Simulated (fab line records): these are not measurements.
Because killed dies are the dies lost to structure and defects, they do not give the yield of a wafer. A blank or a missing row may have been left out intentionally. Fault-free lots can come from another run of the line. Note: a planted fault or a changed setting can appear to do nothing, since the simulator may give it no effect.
Matching of chambers | flow n5Finfet | rieDiel-01 running N5_BEOL_M5_ETCH_68: 3 sister chambers
The step etches SOC in N2/H2, target depth 80 nm, overetch 16 nm, time 120 s. 3 wafers are shown with their chamber, then 7 later ones without.

EACH WAFER AND ITS CHAMBER
wafer  | chamber | showerheadPlenumPTorr (Torr)
L079.4 | 0       | 2.52
L086.2 | 3       | 2.58
L086.4 | 2       | 2.63

WAFERS WITH NO CHAMBER GIVEN
wafer  | showerheadPlenumPTorr (Torr)
L086.6 | 2.58
L092.2 | 2.57
L092.4 | 2.63
L092.6 | 2.63
L097.2 | 2.56
L097.4 | 2.62
L097.5 | 2.51

WHICH CHAMBER EACH WENT THROUGH
wafer  | from the rows above     | in truth
L086.6 | 3                       | 3
L092.2 | 3                       | 3
L092.4 | 2                       | 2
L092.6 | 2                       | 2
L097.2 | can't be placed: 3 or 0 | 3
L097.4 | 2                       | 2
L097.5 | 0                       | 0
Placed correctly: 6 of 7. These rows do not allow placing 1 (true chamber among the candidates in 1). Number placed wrongly: 0.
How it was worked out, from the rows above alone: a wafer's distance from a chamber is the root of the sum, over the readings, of the square of ((its reading less the chamber's mean) divided by the reading's scatter). If the next closest chamber is less than 2 further off than the closest, the wafer can't be placed; otherwise it belongs to the closest. A chamber's mean is the mean of its shown wafers. The scatter (one wafer shown for each chamber): square how far every hidden wafer sits from the nearest shown wafer, average those squares and take the square root.
